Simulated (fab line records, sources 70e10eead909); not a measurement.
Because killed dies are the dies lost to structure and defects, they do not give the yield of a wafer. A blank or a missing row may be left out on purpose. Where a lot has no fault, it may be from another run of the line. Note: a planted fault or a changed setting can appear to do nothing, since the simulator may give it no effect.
What tool caused it? / flow nand-harc / 14 lots, 40 wafers sampled, at 6 steps of a route of 1302

WHAT THE GAUGES READ, wafer by wafer
NHARC_P_BONDPAD_THK_MEAS_33: measures by ellipsometry.
lot=L877; measured=day 6 22:53; on=film-metro-02; thk-nm (nm)=202.1 199.7 200.1
lot=L879; measured=day 7 18:28; on=film-metro-01; thk-nm (nm)=200.2 200.2 200.4
lot=L880; measured=day 7 20:27; on=film-metro-01; thk-nm (nm)=198.2 199.2 199.3
lot=L881; measured=day 8 09:50; on=film-metro-01; thk-nm (nm)=200.1 201.8 200.8
lot=L882; measured=day 8 16:06; on=film-metro-02; thk-nm (nm)=200.0 201.1 199.6
lot=L883; measured=day 9 03:11; on=film-metro-01; thk-nm (nm)=200.2 198.9 200.4
lot=L884; measured=day 9 20:17; on=film-metro-02; thk-nm (nm)=199.5 201.0 199.4
lot=L885; measured=day 9 21:08; on=film-metro-02; thk-nm (nm)=200.2 200.1 198.3
lot=L886; measured=day 10 13:58; on=film-metro-01; thk-nm (nm)=199.1 199.3 199.1
lot=L888; measured=day 11 12:01; on=film-metro-02; thk-nm (nm)=198.6 201.0 197.3
lot=L889; measured=day 11 17:41; on=film-metro-01; thk-nm (nm)=199.8 197.8 199.1
lot=L892; measured=day 12 14:11; on=film-metro-02; thk-nm (nm)=186.0 190.3
lot=L893; measured=day 13 08:36; on=film-metro-01; thk-nm (nm)=185.0 190.4
lot=L900; measured=day 16 02:15; on=film-metro-02; thk-nm (nm)=199.8 201.4 200.5

NHARC_END_SORT_01.
lot=L883; measured=day 27 13:29; on=prober-01; defect-limited-yield (%)=91 90 89; killed-at-array=59 68 74; killed-at-other=0 0 0; killed-at-periphery=2 1 3; killed-dies=61 69 77; killed-open=3 1 3; killed-short=2 1 4
lot=L889; measured=day 29 06:05; on=prober-01; defect-limited-yield (%)=84 86 87; killed-at-array=103 93 85; killed-at-other=1 0 0; killed-at-periphery=1 0 3; killed-dies=105 93 88; killed-open=1 2 5; killed-short=1 1 2

TOOL THAT RAN EACH LOT (tool first, then ch and the chambers of the sampled wafers, then the start)
lot=L877; NHARC_P_M2_PRE_CLEAN_30=pvd-sputter-02, day 6 21:11 or earlier; NHARC_P_M2_CMP_23=cmp-03 ch 1,2, day 6 21:11; NHARC_P_M2_PRE_CLEAN_32=pecvd-03 ch 0,2, day 6 21:44; NHARC_P_BONDPAD_DEP_00=pecvd-02 ch 0,2, day 6 22:16
lot=L879; NHARC_P_M2_PRE_CLEAN_30=pvd-sputter-03, day 7 16:46 or earlier; NHARC_P_M2_CMP_23=cmp-03 ch 1,2, day 7 16:46; NHARC_P_M2_PRE_CLEAN_32=pecvd-03 ch 0,1, day 7 17:20; NHARC_P_BONDPAD_DEP_00=pecvd-04 ch 0,1,2, day 7 17:48
lot=L880; NHARC_P_M2_PRE_CLEAN_30=pvd-sputter-01, day 7 18:49 or earlier; NHARC_P_M2_CMP_23=cmp-02 ch 0,2,3, day 7 18:49; NHARC_P_M2_PRE_CLEAN_32=pecvd-03 ch 0,1,2, day 7 19:20; NHARC_P_BONDPAD_DEP_00=pecvd-04 ch 0,1,2, day 7 19:56
lot=L881; NHARC_P_M2_PRE_CLEAN_30=pvd-sputter-02, day 8 08:11 or earlier; NHARC_P_M2_CMP_23=cmp-03 ch 0,1,3, day 8 08:11; NHARC_P_M2_PRE_CLEAN_32=pecvd-03 ch 0,1,2, day 8 08:41; NHARC_P_BONDPAD_DEP_00=pecvd-04 ch 0,1,2, day 8 09:14
lot=L882; NHARC_P_M2_PRE_CLEAN_30=pvd-sputter-03, day 8 14:26 or earlier; NHARC_P_M2_CMP_23=cmp-02 ch 0,1, day 8 14:26; NHARC_P_M2_PRE_CLEAN_32=pecvd-03 ch 0,2, day 8 14:57; NHARC_P_BONDPAD_DEP_00=pecvd-02 ch 0,1, day 8 15:29
lot=L883; NHARC_P_M2_PRE_CLEAN_30=pvd-sputter-02, day 9 01:31 or earlier; NHARC_P_M2_CMP_23=cmp-03 ch 1,3, day 9 01:31; NHARC_P_M2_PRE_CLEAN_32=pecvd-02 ch 0,2, day 9 02:03; NHARC_P_BONDPAD_DEP_00=pecvd-04 ch 0,1,2, day 9 02:37
lot=L884; NHARC_P_M2_PRE_CLEAN_30=pvd-sputter-01, day 9 18:36 or earlier; NHARC_P_M2_CMP_23=cmp-03 ch 2,3, day 9 18:36; NHARC_P_M2_PRE_CLEAN_32=pecvd-02 ch 0,2, day 9 19:08; NHARC_P_BONDPAD_DEP_00=pecvd-03 ch 0,1,2, day 9 19:40
lot=L885; NHARC_P_M2_PRE_CLEAN_30=pvd-sputter-03, day 9 19:26 or earlier; NHARC_P_M2_CMP_23=cmp-02 ch 0,2,3, day 9 19:26; NHARC_P_M2_PRE_CLEAN_32=pecvd-02 ch 0,2, day 9 19:59; NHARC_P_BONDPAD_DEP_00=pecvd-04 ch 0,1, day 9 20:28
lot=L886; NHARC_P_M2_PRE_CLEAN_30=pvd-sputter-02, day 10 12:17 or earlier; NHARC_P_M2_CMP_23=cmp-03 ch 1,3, day 10 12:17; NHARC_P_M2_PRE_CLEAN_32=pecvd-02 ch 0,1,2, day 10 12:50; NHARC_P_BONDPAD_DEP_00=pecvd-02 ch 0,2, day 10 13:21
lot=L888; NHARC_P_M2_PRE_CLEAN_30=pvd-sputter-02, day 11 10:20 or earlier; NHARC_P_M2_CMP_23=cmp-04 ch 0,1, day 11 10:20; NHARC_P_M2_PRE_CLEAN_32=pecvd-04 ch 0,1, day 11 10:52; NHARC_P_BONDPAD_DEP_00=pecvd-03 ch 0,2, day 11 11:25
lot=L889; NHARC_P_M2_PRE_CLEAN_30=pvd-sputter-03, day 11 16:00 or earlier; NHARC_P_M2_CMP_23=cmp-04 ch 0,1, day 11 16:00; NHARC_P_M2_PRE_CLEAN_32=pecvd-02 ch 1,2, day 11 16:32; NHARC_P_BONDPAD_DEP_00=pecvd-04 ch 0,2, day 11 17:02
lot=L892; NHARC_P_M2_PRE_CLEAN_30=pvd-sputter-01, day 12 12:17 or earlier; NHARC_P_M2_CMP_23=cmp-04 ch 1, day 12 12:17; NHARC_P_M2_PRE_CLEAN_32=pecvd-02 ch 0, day 12 12:55; NHARC_P_BONDPAD_DEP_00=pecvd-03 ch 0,2, day 12 13:36
lot=L893; NHARC_P_M2_PRE_CLEAN_30=pvd-sputter-01, day 13 06:51 or earlier; NHARC_P_M2_CMP_23=cmp-02 ch 0, day 13 06:51; NHARC_P_M2_PRE_CLEAN_32=pecvd-04 ch 1,2, day 13 07:23; NHARC_P_BONDPAD_DEP_00=pecvd-03 ch 1,2, day 13 08:02
lot=L900; NHARC_P_M2_PRE_CLEAN_30=pvd-sputter-02, day 16 00:33 or earlier; NHARC_P_M2_CMP_23=cmp-04 ch 0,1,2, day 16 00:33; NHARC_P_M2_PRE_CLEAN_32=pecvd-03 ch 0,1, day 16 01:07; NHARC_P_BONDPAD_DEP_00=pecvd-02 ch 1,2, day 16 01:38
- NHARC_P_M2_PRE_CLEAN_30: time 30 s.
- NHARC_P_M2_CMP_23: polishes, t overpolish 20 s, target thk 144.3 nm.
- NHARC_P_M2_PRE_CLEAN_32: time 12 s.
- NHARC_P_BONDPAD_DEP_00: deposits SiCN, target thk 250 nm.

AS READ BY THE TOOLS THEMSELVES (means over the sampled wafers that have a number; for cases with no such wafer, the mark the record gives instead)
NHARC_P_M2_PRE_CLEAN_30.
lot=L877; tool=pvd-sputter-02; heater-power-w (W)=470
lot=L879; tool=pvd-sputter-03; heater-power-w (W)=398
lot=L880; tool=pvd-sputter-01; heater-power-w (W)=456
lot=L881; tool=pvd-sputter-02; heater-power-w (W)=418
lot=L882; tool=pvd-sputter-03; heater-power-w (W)=387
lot=L883; tool=pvd-sputter-02; heater-power-w (W)=458
lot=L884; tool=pvd-sputter-01; heater-power-w (W)=466
lot=L885; tool=pvd-sputter-03; heater-power-w (W)=392
lot=L886; tool=pvd-sputter-02; heater-power-w (W)=441
lot=L888; tool=pvd-sputter-02; heater-power-w (W)=446
lot=L889; tool=pvd-sputter-03; heater-power-w (W)=379
lot=L892; tool=pvd-sputter-01; heater-power-w (W)=439
lot=L893; tool=pvd-sputter-01; heater-power-w (W)=442
lot=L900; tool=pvd-sputter-02; heater-power-w (W)=462

NHARC_P_M2_CMP_23.
lot=L877; tool=cmp-03; motor-current-A (A)=11.9; time-to-endpoint-s (s)=31
lot=L879; tool=cmp-03; motor-current-A (A)=12.0; time-to-endpoint-s (s)=29
lot=L880; tool=cmp-02; motor-current-A (A)=11.4; time-to-endpoint-s (s)=27
lot=L881; tool=cmp-03; motor-current-A (A)=12.8; time-to-endpoint-s (s)=30
lot=L882; tool=cmp-02; motor-current-A (A)=12.1; time-to-endpoint-s (s)=29
lot=L883; tool=cmp-03; motor-current-A (A)=12.7; time-to-endpoint-s (s)=28
lot=L884; tool=cmp-03; motor-current-A (A)=12.4; time-to-endpoint-s (s)=24
lot=L885; tool=cmp-02; motor-current-A (A)=11.8; time-to-endpoint-s (s)=25
lot=L886; tool=cmp-03; motor-current-A (A)=12.8; time-to-endpoint-s (s)=33
lot=L888; tool=cmp-04; motor-current-A (A)=10.4; time-to-endpoint-s (s)=29
lot=L889; tool=cmp-04; motor-current-A (A)=11.4; time-to-endpoint-s (s)=30
lot=L892; tool=cmp-04; motor-current-A (A)=10.6; time-to-endpoint-s (s)=32
lot=L893; tool=cmp-02; motor-current-A (A)=11.9; time-to-endpoint-s (s)=26
lot=L900; tool=cmp-04; motor-current-A (A)=11.8; time-to-endpoint-s (s)=27

NHARC_P_M2_PRE_CLEAN_32.
lot=L877; tool=pecvd-03; heater-power-w (W)=664
lot=L879; tool=pecvd-03; heater-power-w (W)=632
lot=L880; tool=pecvd-03; heater-power-w (W)=673
lot=L881; tool=pecvd-03; heater-power-w (W)=643
lot=L882; tool=pecvd-03; heater-power-w (W)=651
lot=L883; tool=pecvd-02; heater-power-w (W)=666
lot=L884; tool=pecvd-02; heater-power-w (W)=650
lot=L885; tool=pecvd-02; heater-power-w (W)=716
lot=L886; tool=pecvd-02; heater-power-w (W)=740
lot=L888; tool=pecvd-04; heater-power-w (W)=537
lot=L889; tool=pecvd-02; heater-power-w (W)=745
lot=L892; tool=pecvd-02; heater-power-w (W)=616
lot=L893; tool=pecvd-04; heater-power-w (W)=682
lot=L900; tool=pecvd-03; heater-power-w (W)=630

NHARC_P_BONDPAD_DEP_00.
lot=L877; tool=pecvd-02; chamber-pressure-Torr (Torr)=2.991; heater-power-w (W)=682
lot=L879; tool=pecvd-04; chamber-pressure-Torr (Torr)=2.995; heater-power-w (W)=593
lot=L880; tool=pecvd-04; chamber-pressure-Torr (Torr)=3.003; heater-power-w (W)=615
lot=L881; tool=pecvd-04; chamber-pressure-Torr (Torr)=2.997; heater-power-w (W)=599
lot=L882; tool=pecvd-02; chamber-pressure-Torr (Torr)=2.999; heater-power-w (W)=567
lot=L883; tool=pecvd-04; chamber-pressure-Torr (Torr)=2.998; heater-power-w (W)=552
lot=L884; tool=pecvd-03; chamber-pressure-Torr (Torr)=3.000; heater-power-w (W)=581
lot=L885; tool=pecvd-04; chamber-pressure-Torr (Torr)=3.003; heater-power-w (W)=516
lot=L886; tool=pecvd-02; chamber-pressure-Torr (Torr)=3.003; heater-power-w (W)=683
lot=L888; tool=pecvd-03; chamber-pressure-Torr (Torr)=2.996; heater-power-w (W)=568
lot=L889; tool=pecvd-04; chamber-pressure-Torr (Torr)=2.995; heater-power-w (W)=661
lot=L892; tool=pecvd-03; chamber-pressure-Torr (Torr)=3.005; heater-power-w (W)=540
lot=L893; tool=pecvd-03; chamber-pressure-Torr (Torr)=3.007; heater-power-w (W)=542
lot=L900; tool=pecvd-02; chamber-pressure-Torr (Torr)=3.000; heater-power-w (W)=687

THE ANSWER, worked out from the rows above alone
Rule: the usual values come from the lots themselves. The widest of any qualifying gaps counts: lots, ordered by their means at a reading, are off when they make up no more than a third of the lots, leave a main group of 4 or more, and stand apart from it by 3 or more times the standard deviation of that group's means. If all means in a main group match to the digits the tables above print for the reading, that group is not used. Also off: a lot with no number at a reading for which 4 or more lots have one. Any other lot the step has rows for is counted as sound. Order of review: gauges by route order, followed by the tools' own readings, for which a lot's mean as printed above is used. At the first step where some lot is off, the reading lying furthest off is the one used; lots without a number count as furthest.
Off: L892, L893, at NHARC_P_BONDPAD_THK_MEAS_33 (thk-nm). Main group: mean 199.8 nm, sd 0.69.
If a tool, at a process step before that reading, ran all the lots that are off and no sound lot after the first of them, it fits. The gauges at NHARC_P_BONDPAD_THK_MEAS_33 are tried like those tools. Because NHARC_P_M2_PRE_CLEAN_30 lacks a start for some lots, the hours and order of its lots are taken from NHARC_P_M2_CMP_23. 2 tools fit, pvd-sputter-01 at NHARC_P_M2_PRE_CLEAN_30 and pecvd-03 at NHARC_P_BONDPAD_DEP_00, so this cannot tell which one it is.

WHAT WAS PUT IN BY THE SIMULATOR
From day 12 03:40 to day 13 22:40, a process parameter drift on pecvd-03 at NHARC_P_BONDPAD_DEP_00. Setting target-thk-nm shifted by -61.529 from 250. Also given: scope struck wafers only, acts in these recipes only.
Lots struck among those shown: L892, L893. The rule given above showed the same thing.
